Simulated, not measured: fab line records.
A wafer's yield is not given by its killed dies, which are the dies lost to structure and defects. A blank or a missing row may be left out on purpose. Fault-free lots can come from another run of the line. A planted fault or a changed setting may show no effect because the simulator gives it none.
Which of the tools did it? | flow n5Finfet | 72 wafers from 24 lots sampled at 3 of the route's 1938 steps

== WHAT EACH GAUGE READ, for each wafer ==
N5_FIN_SAQP_INSPECT_40: inspects for defects (brightfield).
lot  | measured    | on               | rawDefectCount
L074 | day 2 03:48 | defectInspect-02 | 235 161 211
L075 | day 2 09:33 | defectInspect-01 | 337 316 433
L076 | day 2 16:20 | defectInspect-01 | 242 158 161
L077 | day 2 21:52 | defectInspect-01 | 292 324 206
L078 | day 3 03:46 | defectInspect-02 | 376 202 297
L079 | day 3 10:34 | defectInspect-02 | 214 226 289
L080 | day 3 19:16 | defectInspect-01 | 175 207 128
L081 | day 3 23:52 | defectInspect-02 | 317 366 331
L082 | day 4 06:08 | defectInspect-02 | 172 228 206
L083 | day 4 11:31 | defectInspect-01 | 199 153 148
L084 | day 4 14:31 | defectInspect-02 | 270 188 276
L085 | day 5 00:07 | defectInspect-01 | 135 214 153
L086 | day 5 04:26 | defectInspect-02 | 177 225 210
L087 | day 5 08:53 | defectInspect-02 | 195 153 196
L088 | day 5 16:26 | defectInspect-02 | 212 154 133
L089 | day 6 00:22 | defectInspect-02 | 299 232 387
L090 | day 6 05:37 | defectInspect-01 | 246 275 303
L091 | day 6 07:54 | defectInspect-01 | 184 282 250
L092 | day 6 15:10 | defectInspect-01 | 114 206 158
L093 | day 6 21:27 | defectInspect-02 | 189 205 259
L094 | day 7 03:01 | defectInspect-02 | 212 172 241
L095 | day 7 08:29 | defectInspect-02 | 249 277 249
L096 | day 7 14:55 | defectInspect-02 | 244 168 214
L097 | day 7 21:33 | defectInspect-02 | 257 201 204

N5_FIN_CUT_INSPECT_10: inspects for defects (brightfield).
lot  | measured    | on               | rawDefectCount
L074 | day 2 04:11 | defectInspect-01 | 43 34 53
L075 | day 2 10:04 | defectInspect-02 | 44 65 67
L076 | day 2 16:52 | defectInspect-01 | 51 28 35
L077 | day 2 22:16 | defectInspect-01 | 58 55 49
L078 | day 3 04:10 | defectInspect-01 | 80 30 63
L079 | day 3 11:05 | defectInspect-02 | 33 53 47
L080 | day 3 19:40 | defectInspect-02 | 29 46 39
L081 | day 4 00:23 | defectInspect-01 | 64 63 49
L082 | day 4 06:32 | defectInspect-02 | 44 50 58
L083 | day 4 12:02 | defectInspect-01 | 43 36 38
L084 | day 4 14:54 | defectInspect-02 | 41 27 48
L085 | day 5 00:32 | defectInspect-01 | 24 27 25
L086 | day 5 04:49 | defectInspect-02 | 24 42 48
L087 | day 5 09:17 | defectInspect-02 | 29 28 40
L088 | day 5 16:49 | defectInspect-02 | 40 34 32
L089 | day 6 00:45 | defectInspect-02 | 54 45 50
L090 | day 6 06:00 | defectInspect-01 | 44 49 74
L091 | day 6 08:19 | defectInspect-02 | 33 53 43
L092 | day 6 15:41 | defectInspect-01 | 21 29 38
L093 | day 6 21:58 | defectInspect-02 | 37 45 42
L094 | day 7 03:32 | defectInspect-01 | 47 45 51
L095 | day 7 09:00 | defectInspect-02 | 54 40 36
L096 | day 7 15:26 | defectInspect-02 | 40 33 39
L097 | day 7 21:56 | defectInspect-01 | 51 42 41

== WHAT TOOL EACH LOT RAN ON (gives the tool, then ch and the chambers of the sampled wafers, and finally the start) ==
lot  | N5_FIN_SAQP_HM_OPEN_33
L074 | rieDiel-01 ch 1,2, day 2 03:14
L075 | rieDiel-03 ch 1,2, day 2 09:01
L076 | rieDiel-01 ch 1,2,3, day 2 15:49
L077 | rieDiel-03 ch 1,2,3, day 2 21:20
L078 | rieDiel-03 ch 0,2,3, day 3 03:14
L079 | rieDiel-04 ch 0,1,2, day 3 10:01
L080 | rieDiel-04 ch 0,1,2, day 3 18:44
L081 | rieDiel-04 ch 0,2,3, day 3 23:20
L082 | rieDiel-04 ch 0,1, day 4 05:37
L083 | rieDiel-04 ch 2,3, day 4 10:58
L084 | rieDiel-04 ch 0,2,3, day 4 13:58
L085 | rieDiel-04 ch 0,2,3, day 4 23:34
L086 | rieDiel-03 ch 1,2, day 5 03:53
L087 | rieDiel-01 ch 1,2,3, day 5 08:20
L088 | rieDiel-03 ch 1,2,3, day 5 15:53
L089 | rieDiel-01 ch 0,1,3, day 5 23:49
L090 | rieDiel-01 ch 1,2,3, day 6 05:04
L091 | rieDiel-03 ch 0,1,2, day 6 07:22
L092 | rieDiel-03 ch 1,2,3, day 6 14:38
L093 | rieDiel-03 ch 0,1,2, day 6 20:57
L094 | rieDiel-04 ch 0,1,2, day 7 02:29
L095 | rieDiel-03 ch 1,2, day 7 07:49
L096 | rieDiel-03 ch 0,1,3, day 7 14:22
L097 | rieDiel-03 ch 0,2,3, day 7 21:01
- N5_FIN_SAQP_HM_OPEN_33: chemistry CH3F/O2, target SiNx, target depth 49.4 nm, time 70.6 s.

== AS READ BY THE TOOLS THEMSELVES (means over the sampled wafers that have a number; for cases with no such wafer, the mark the record gives instead) ==
N5_FIN_SAQP_HM_OPEN_33.
lot  | tool       | O2_flow_sccm (sccm) | drypumpMotorCurrentA (A) | etchRfOnTimeS (s) | oesProductAu (a.u.) | rfVppV (V) | showerheadPlenumPTorr (Torr) | throttleValvePct (%)
L074 | rieDiel-01 | 19.99               | 5.0                      | 68.4              | 0.62                | 291        | 1.90                         | 16.57
L075 | rieDiel-03 | 20.02               | 6.3                      | 68.2              | 0.67                | 300        | 1.95                         | 16.18
L076 | rieDiel-01 | 19.98               | 5.3                      | 69.4              | 0.64                | 297        | 1.94                         | 16.49
L077 | rieDiel-03 | 19.97               | 5.8                      | 68.7              | 0.68                | 297        | 1.99                         | 16.28
L078 | rieDiel-03 | 20.03               | 5.4                      | 68.4              | 0.74                | 301        | 2.06                         | 16.28
L079 | rieDiel-04 | 20.06               | 5.8                      | 69.1              | 0.66                | 298        | 2.01                         | 16.30
L080 | rieDiel-04 | 19.99               | 5.8                      | 69.9              | 0.65                | 297        | 2.01                         | 16.31
L081 | rieDiel-04 | 19.97               | 5.5                      | 70.1              | 0.64                | 298        | 2.03                         | 16.35
L082 | rieDiel-04 | 20.01               | 6.0                      | 70.3              | 0.62                | 295        | 2.02                         | 16.38
L083 | rieDiel-04 | 20.02               | 5.6                      | 70.7              | 0.68                | 304        | 1.99                         | 16.32
L084 | rieDiel-04 | 19.99               | 5.5                      | 69.5              | 0.64                | 299        | 2.03                         | 16.36
L085 | rieDiel-04 | 20.00               | 5.5                      | 70.2              | 0.63                | 299        | 2.02                         | 16.37
L086 | rieDiel-03 | 19.97               | 6.3                      | 66.9              | 0.65                | 300        | 1.94                         | 16.23
L087 | rieDiel-01 | 20.02               | 5.3                      | 70.1              | 0.63                | 297        | 1.93                         | 16.52
L088 | rieDiel-03 | 20.00               | 5.8                      | 69.4              | 0.65                | 298        | 1.98                         | 16.33
L089 | rieDiel-01 | 19.98               | 5.6                      | 68.7              | 0.68                | 297        | 1.96                         | 16.33
L090 | rieDiel-01 | 20.05               | 5.3                      | 69.2              | 0.63                | 296        | 1.93                         | 16.53
L091 | rieDiel-03 | 19.96               | 5.9                      | 69.5              | 0.68                | 303        | 2.02                         | 16.25
L092 | rieDiel-03 | 19.99               | 5.8                      | 70.3              | 0.64                | 298        | 1.98                         | 16.34
L093 | rieDiel-03 | 20.08               | 5.9                      | 68.5              | 0.68                | 303        | 2.02                         | 16.26
L094 | rieDiel-04 | 20.01               | 5.8                      | 68.4              | 0.64                | 297        | 2.00                         | 16.37
L095 | rieDiel-03 | 19.95               | 6.2                      | 68.1              | 0.63                | 299        | 1.98                         | 16.35
L096 | rieDiel-03 | 19.99               | 5.4                      | 68.7              | 0.68                | 300        | 2.02                         | 16.27
L097 | rieDiel-03 | 19.99               | 5.4                      | 69.7              | 0.68                | 301        | 2.05                         | 16.37

== THE ANSWER, worked out from the rows above alone ==
Rule: the lots themselves supply what counts as usual. Put in order of their means at a reading, lots are off if they are a third of the lots or fewer, leave a main group of 4 or more, and stand apart from it by a gap of 3 or more times the standard deviation of the main group's means; of several such gaps the widest counts. Not used: any main group whose means are identical at the precision the tables above print for the reading. Also off: a lot with no number at a reading for which 4 or more lots have one. Where the step has rows for the other lots, those lots are counted as sound. After the gauges, taken in route order, come the tools' own readings; for these a lot's mean is taken, as printed above. At the first step where some lot is off, the reading lying furthest off is the one used; lots without a number count as furthest.
Nothing can be told from this: no lot is off at any reading shown.

== WHAT THE SIMULATOR HAD PUT IN ==
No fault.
